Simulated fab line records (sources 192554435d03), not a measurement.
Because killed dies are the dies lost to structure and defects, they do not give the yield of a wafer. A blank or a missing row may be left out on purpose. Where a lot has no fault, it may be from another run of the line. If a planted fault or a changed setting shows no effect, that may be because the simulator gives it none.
Comparing a struck lot with a sound one -- flow n5 finfet -- 29 out of 1938 route steps
Sound: the wafers L164.1, L164.2, L164.3. Struck: wafers L180.2, L180.4, L180.5. The cause is given at the end.
At each step with rows: each side's tool, then ch and its chambers, then its first start. Under that, the readings that differ: sound wafers -- struck wafers -- difference of the means -- sigmas: that difference in standard deviations of wafers without a fault.
alike: words and numbers the same on both sides, and readings whose means are apart by under 2 such deviations; not compared: readings that were withheld, readings missing a value for some wafer, numbers with overlapping values and no deviation given by the record, and bounds like >300 which may hide the same value.
Wherever a step has rows on one side only, a row that says differs or no value, or a row with sigmas, the two part there. Numbers that don't overlap but have no deviation are shown without sigmas and don't part them. Lack of a reading on every wafer of one side parts them only where that side has two or more wafers.

N5_STI_FIN_REVEAL_INSPECT_13: inspects for defects (darkfield).
  sound on defect inspect-02 at day 3 08:59; struck on defect inspect-01 at day 7 06:44
  alike: raw defect count
then, 2 steps without rows for these wafers: N5_DUMMY_GATE_PRECLEAN_00 (cleans in O3/DIW, time 60 s); N5_DUMMY_GATE_SRD_01 (time 30 s).
N5_DUMMY_GATE_ALD_02: deposits SiO2, target thk 2 nm, pulse time 1 s.
  sound on ald sin-04 ch 1,2,3, day 3 09:05; struck on ald sin-02 ch 0,1,3, day 7 06:50
  alike: heater power w, precursor pulse height rel, susceptor temp C
then, 3 steps without rows for these wafers: N5_DUMMY_GATE_CVD_03 (deposits a-Si from SiH4, target thk 150 nm, time 8042 s); N5_DUMMY_GATE_PRECLEAN_46 (cleans in DIW, time 89.5 s); N5_DUMMY_GATE_SRD_47 (dry time 32 s).
N5_DUMMY_GATE_CMP_04: polishes a-Si.
  sound on cmp-02 ch 0,1,2, day 3 12:56; struck on cmp-02 ch 0,1,2, day 7 10:43
  alike: edge zone pressure frac, motor current A, slurry flow ml min, time to endpoint s
  not compared: pad life wafers
N5_DUMMY_GATE_THK_MEAS_05:
  sound on film metro-01 at day 3 13:10; struck on film metro-02 at day 7 10:56
  alike: thk nm
then, 3 steps without rows for these wafers: N5_DUMMY_GATE_HM_DEP_06 (deposits SiNx from DCS/NH3, target thk 80 nm, time 5141 s); N5_DUMMY_GATE_PECVD_30 (deposits SiO2 from TEOS/O2, target thk 55 nm, time 10.8 s); N5_DUMMY_GATE_COAT_34 (time 60 s, resist thk 60 nm).
N5_DUMMY_GATE_COAT_35: time 60 s, resist thk 10 nm.
  sound on litho track-04 ch 0, day 3 17:13; struck on litho track-01 ch 0, day 7 14:58
reading,sound,struck,difference,sigmas
spin speed rpm (rpm),1498.3 1499.7 1500.3,1803.8 1804.7 1802.9,+304.4,+99 or more
model.SiARC_of_DUMMY_GATE_COAT_35.thk nm (nm),10 10 10,9 9.2 9.2,-1,
then, 7 steps without rows for these wafers: N5_DUMMY_GATE_COAT_28 (time 60 s, resist thk 10 nm); N5_DUMMY_GATE_COAT_09 (resist thk 30 nm); N5_DUMMY_GATE_EBR_11; N5_DUMMY_GATE_SOFTBAKE_10 (time 60 s); N5_DUMMY_GATE_EXPOSE_12 (exposes mask GATE, target cd 25 nm); N5_DUMMY_GATE_PEB_13 (peb time 60 s); N5_DUMMY_GATE_DEVELOP_14 (develop time 30 s).
N5_DUMMY_GATE_CD_MEAS_15: target cd 25.8 nm.
  sound on cd sem-02 ch 0, day 3 17:31; struck on cd sem-01 ch 0, day 7 15:22
  alike: cd nm
N5_DUMMY_GATE_OVL_MEAS_16:
  sound on overlay-02 ch 0, day 3 17:34; struck on overlay-02 ch 0, day 7 15:24
  alike: GATE_OVL
N5_DUMMY_GATE_INSPECT_17: inspects for defects (brightfield).
  sound on defect inspect-01 at day 3 17:37; struck on defect inspect-01 at day 7 15:28
  alike: raw defect count
N5_DUMMY_GATE_DESCUM_20: chemistry O2, time 6.2 s.
  sound on rie diel-03 ch 0,1,3, day 3 18:03; struck on rie diel-05 ch 0,1, day 7 15:49
  alike: drypump motor current A, oes product au, rf vpp V, showerhead plenum p Torr, throttle valve pct
  not compared: rf hours counter h
N5_DUMMY_GATE_ETCH_29: etches underlayer in N2/H2, target depth 13 nm.
  sound on rie diel-03 ch 0,1,3, day 3 18:07; struck on rie diel-05 ch 0,1, day 7 15:52
  alike: drypump motor current A, oes product au, rf vpp V, showerhead plenum p Torr, throttle valve pct
  not compared: rf hours counter h
N5_DUMMY_GATE_ETCH_36: etches SiARC in CF4, target depth 13 nm.
  sound on rie diel-03 ch 0,1,3, day 3 18:09; struck on rie diel-05 ch 0,1, day 7 15:55
  alike: drypump motor current A, oes product au, rf vpp V, showerhead plenum p Torr, throttle valve pct
  not compared: rf hours counter h
N5_DUMMY_GATE_ETCH_37: etches SOC in N2/H2, target depth 60 nm, overetch 30 nm.
  sound on rie diel-03 ch 0,1,3, day 3 18:11; struck on rie diel-05 ch 0,1, day 7 15:57
reading,sound,struck,difference,sigmas
model.SiARC_of_DUMMY_GATE_COAT_35.thk nm (nm),5 5 5,4.2 4 4,-0.9,
  alike: drypump motor current A, oes product au, rf vpp V, showerhead plenum p Torr, throttle valve pct
  not compared: rf hours counter h
then, 1 step without rows for these wafers: N5_DUMMY_GATE_STRIP_38 (strips in N2/H2).
-- the record jumps here: 5 days lie between the struck wafers' starts before and after (it left off in module DUMMY_GATE and takes up again in module BEOL_M4, whose first step shown is number 1111 of the route) --
N5_BEOL_M4_RC_MEAS_101:
  sound on prober-01 ch 0, day 8 19:41; struck on prober-02 ch 0, day 12 21:04
  alike: DIBL_N, DIBL_P, IOFF_N, IOFF_P, ION_N, ION_P, SS_N, SS_P, VT_N, VT_P

WHERE THEY PART
Within this record, at N5_DUMMY_GATE_COAT_35 only. Later steps at which nothing parts them and some readings are alike: N5_DUMMY_GATE_CD_MEAS_15, N5_DUMMY_GATE_OVL_MEAS_16, N5_DUMMY_GATE_INSPECT_17, N5_DUMMY_GATE_DESCUM_20, N5_DUMMY_GATE_ETCH_29, N5_DUMMY_GATE_ETCH_36, N5_DUMMY_GATE_ETCH_37, N5_BEOL_M4_RC_MEAS_101.

WHY: what had been put in by the simulator
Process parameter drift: litho track-01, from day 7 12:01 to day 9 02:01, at N5_DUMMY_GATE_COAT_35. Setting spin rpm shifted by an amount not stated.
